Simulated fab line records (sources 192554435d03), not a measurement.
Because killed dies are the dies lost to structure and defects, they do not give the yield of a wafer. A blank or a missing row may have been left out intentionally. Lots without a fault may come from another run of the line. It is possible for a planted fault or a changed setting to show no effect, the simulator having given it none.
A sampling plan put to the test	flow n5 finfet	one fab line, 21 faults that these records tell of, each judged on the records of the lots that it struck; 1 more is left out, because the records don't allow judging it
The line's own looks make up the plan; these are the steps of the route where a gauge or inspection reads the wafer and leaves it unchanged. A look is open to judgement when struck wafers have a number at it and the file gives its usual mean and standard deviation on fault-free wafers. Caught: 4 or more of those standard deviations (sigma) separate the usual mean from the mean of the struck wafers at a look after the fault's first step. On the tool: the fault's steps, tested the same way using the tool's own readings. Caught also covers a different recipe on the struck wafers, or a record left blank for those wafers only.

## THE FAULTS, as the simulator had put them in
1. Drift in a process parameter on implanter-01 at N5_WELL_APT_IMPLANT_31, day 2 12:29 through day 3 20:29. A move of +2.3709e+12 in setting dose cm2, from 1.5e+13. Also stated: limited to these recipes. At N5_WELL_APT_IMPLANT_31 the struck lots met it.
2. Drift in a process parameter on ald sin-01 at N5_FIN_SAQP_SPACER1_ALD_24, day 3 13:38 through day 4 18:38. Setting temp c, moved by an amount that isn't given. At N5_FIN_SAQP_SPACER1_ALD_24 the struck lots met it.
3. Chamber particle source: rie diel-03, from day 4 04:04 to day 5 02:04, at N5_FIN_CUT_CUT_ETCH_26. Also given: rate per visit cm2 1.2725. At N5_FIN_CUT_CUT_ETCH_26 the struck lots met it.
4. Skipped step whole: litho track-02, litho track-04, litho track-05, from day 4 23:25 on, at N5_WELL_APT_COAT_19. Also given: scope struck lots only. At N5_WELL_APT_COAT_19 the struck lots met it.
5. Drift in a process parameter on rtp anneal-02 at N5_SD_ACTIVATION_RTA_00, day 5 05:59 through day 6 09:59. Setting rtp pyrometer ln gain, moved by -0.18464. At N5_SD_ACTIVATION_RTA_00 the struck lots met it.
6. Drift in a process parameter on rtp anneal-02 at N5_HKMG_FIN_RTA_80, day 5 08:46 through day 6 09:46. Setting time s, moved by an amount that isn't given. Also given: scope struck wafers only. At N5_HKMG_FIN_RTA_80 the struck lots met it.
7. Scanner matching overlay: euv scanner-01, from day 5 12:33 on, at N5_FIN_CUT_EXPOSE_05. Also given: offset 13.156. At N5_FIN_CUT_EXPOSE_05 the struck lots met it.
8. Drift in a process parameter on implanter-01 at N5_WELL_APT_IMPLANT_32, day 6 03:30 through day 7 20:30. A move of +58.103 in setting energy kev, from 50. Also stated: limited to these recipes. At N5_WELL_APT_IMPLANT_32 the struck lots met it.
9. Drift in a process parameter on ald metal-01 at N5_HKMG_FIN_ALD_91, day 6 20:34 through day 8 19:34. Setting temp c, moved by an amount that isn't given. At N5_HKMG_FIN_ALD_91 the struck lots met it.
10. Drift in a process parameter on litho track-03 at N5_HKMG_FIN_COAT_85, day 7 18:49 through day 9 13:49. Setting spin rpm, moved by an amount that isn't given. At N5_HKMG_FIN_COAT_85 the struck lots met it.
11. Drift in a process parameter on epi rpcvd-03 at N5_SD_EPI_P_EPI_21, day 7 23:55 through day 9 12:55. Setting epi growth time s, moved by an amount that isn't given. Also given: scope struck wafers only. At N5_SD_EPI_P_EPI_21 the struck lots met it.
12. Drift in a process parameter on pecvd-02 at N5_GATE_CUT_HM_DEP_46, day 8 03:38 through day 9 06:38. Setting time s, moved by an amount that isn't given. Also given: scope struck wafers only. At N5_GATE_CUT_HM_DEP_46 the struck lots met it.
13. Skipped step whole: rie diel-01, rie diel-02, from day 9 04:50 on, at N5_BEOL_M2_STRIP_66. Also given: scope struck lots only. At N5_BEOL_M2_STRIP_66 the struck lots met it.
14. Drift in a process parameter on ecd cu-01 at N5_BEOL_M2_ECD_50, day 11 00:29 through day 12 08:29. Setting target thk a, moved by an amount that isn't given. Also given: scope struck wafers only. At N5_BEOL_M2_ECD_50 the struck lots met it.
15. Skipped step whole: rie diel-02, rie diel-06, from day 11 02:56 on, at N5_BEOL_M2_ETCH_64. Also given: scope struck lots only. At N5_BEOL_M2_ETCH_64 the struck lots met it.
16. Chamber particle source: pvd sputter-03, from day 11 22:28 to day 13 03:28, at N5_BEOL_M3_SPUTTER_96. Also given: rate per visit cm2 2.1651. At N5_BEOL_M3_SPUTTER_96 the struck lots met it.
17. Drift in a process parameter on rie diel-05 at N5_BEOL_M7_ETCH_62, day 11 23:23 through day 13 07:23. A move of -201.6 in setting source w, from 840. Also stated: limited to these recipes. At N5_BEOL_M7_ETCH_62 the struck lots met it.
18. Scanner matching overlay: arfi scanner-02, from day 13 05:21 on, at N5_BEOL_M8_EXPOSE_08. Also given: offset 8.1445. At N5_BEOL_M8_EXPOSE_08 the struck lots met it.
19. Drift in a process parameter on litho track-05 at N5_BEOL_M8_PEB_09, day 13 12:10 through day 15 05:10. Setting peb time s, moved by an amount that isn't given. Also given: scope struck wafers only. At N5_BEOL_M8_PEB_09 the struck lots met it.
20. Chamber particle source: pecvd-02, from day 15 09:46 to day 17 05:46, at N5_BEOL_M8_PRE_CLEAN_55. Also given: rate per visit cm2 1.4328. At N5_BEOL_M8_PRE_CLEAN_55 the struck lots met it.
21. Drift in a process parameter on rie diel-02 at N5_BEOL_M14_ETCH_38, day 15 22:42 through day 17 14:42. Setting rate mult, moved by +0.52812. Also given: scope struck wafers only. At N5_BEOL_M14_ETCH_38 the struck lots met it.

## WHAT THE PLAN SAW
fault	on the tool itself	first look that catches it	reading, sigma	median hours from its first step to that look	hours from the fault's start to the first struck lot there	judged looks passed uncaught
1	dose ions cm2 +99 or beyond sigma	N5_BEOL_M4_RC_MEAS_101	RS_PWELL -11	156.7	164	0
2	susceptor temp C -51 sigma	none of the 2 looks that can be judged after it	strongest: cd nm at N5_FIN_SAQP_CD_MEAS_27, +3.0	-	-	2
3	under 2 sigma	N5_FIN_CUT_INSPECT_17	raw defect count +14	0.5	3	0
4	the tool's record is blank for the struck wafers	no look after it can be judged	-	-	-	0
5	lamp_zone_4_pct +15 sigma	N5_BEOL_M4_RC_MEAS_101	IOFF_N +5.7	118.3	121	0
6	no reading that can be judged	N5_BEOL_M4_RC_MEAS_101	VT_P_LONG +4.5	98.6	100	0
7	under 2 sigma	N5_FIN_CUT_OVL_MEAS_09	FIN_CUT_OVL +21	0.2	3	0
8	beam energy keV +99 or beyond sigma	N5_BEOL_M4_RC_MEAS_101	RS_PWELL -32	162.5	167	0
9	susceptor temp C +99 or beyond sigma	N5_BEOL_M4_RC_MEAS_101	VT_N_LONG +5.3	95.0	106	0
10	spin speed rpm -99 or beyond sigma	not the one look that can be judged after it	-	-	-	1
11	no reading that can be judged	N5_SD_EPI_P_EPI_MEAS_23	thk nm +7.9	1.5	7	0
12	under 2 sigma	not the one look that can be judged after it	-	-	-	1
13	no reading that can be judged	not the one look that can be judged after it	-	-	-	1
14	no reading that can be judged	none of the 2 looks that can be judged after it	-	-	-	2
15	the tool's record is blank for the struck wafers	no look after it can be judged	-	-	-	0
16	under 2 sigma	no look after it can be judged	-	-	-	0
17	rf fwd power W -77 sigma	no look after it can be judged	-	-	-	0
18	under 2 sigma	N5_BEOL_M8_OVL_MEAS_12	M8_OVL +10	0.2	11	0
19	no reading that can be judged	N5_BEOL_M8_CD_MEAS_11	cd nm +6.0	0.1	4	0
20	no reading that can be judged	N5_BEOL_M8_INSPECT_58	raw defect count +41	0.1	8	1
21	oes product au +4.2 sigma	not the one look that can be judged after it	-	-	-	1
A dash: this means the fault isn't caught or the number doesn't appear in these records.

Caught at a look: 11 of 21. Caught on the tool: 10 of 21. By one or the other: 17 of 21.
Faults caught by the tool alone: 2, 4, 10, 15, 17, 21.
Caught at a look alone: faults 3, 6, 7, 11, 18, 19, 20.
Caught by neither: faults 12, 13, 14, 16.

## THINNER SAMPLING
If the look that catches a fault measured only every second or every third lot, by lot number, the first struck lot would be measured this late in the worst case:
fault	struck lots at that look, in order of time	every lot	every second lot	every third lot
1	L341, L344	164 h	175 h	may miss all 2
3	L242, L243	3 h	10 h	may miss all 2
5	L395, L397	121 h	may miss all 2	may miss all 2
6	L989, L992	100 h	118 h	may miss all 2
7	L799, L801, L802, L803	3 h	21 h	28 h
8	L942, L944	167 h	may miss all 2	may miss all 2
9	L254, L253	106 h	109 h	may miss all 2
11	L390, L394	7 h	may miss all 2	may miss all 2
18	L969, L972	11 h	31 h	may miss all 2
19	L364, L367, L370	4 h	24 h	may miss all 3
20	L311, L312	8 h	10 h	may miss all 2
Hours: fault start to first struck lot measured. Since the struck wafers were tested as one group against 4 sigma, a single lot by itself may lie under the limit. Other struck lots may not be in these records.

## THE LONGEST TIMED WAY FROM STEP TO LOOK
Fault 8: median gap of 162.5 hours between N5_WELL_APT_IMPLANT_32 and N5_BEOL_M4_RC_MEAS_101. No look between them can be judged.
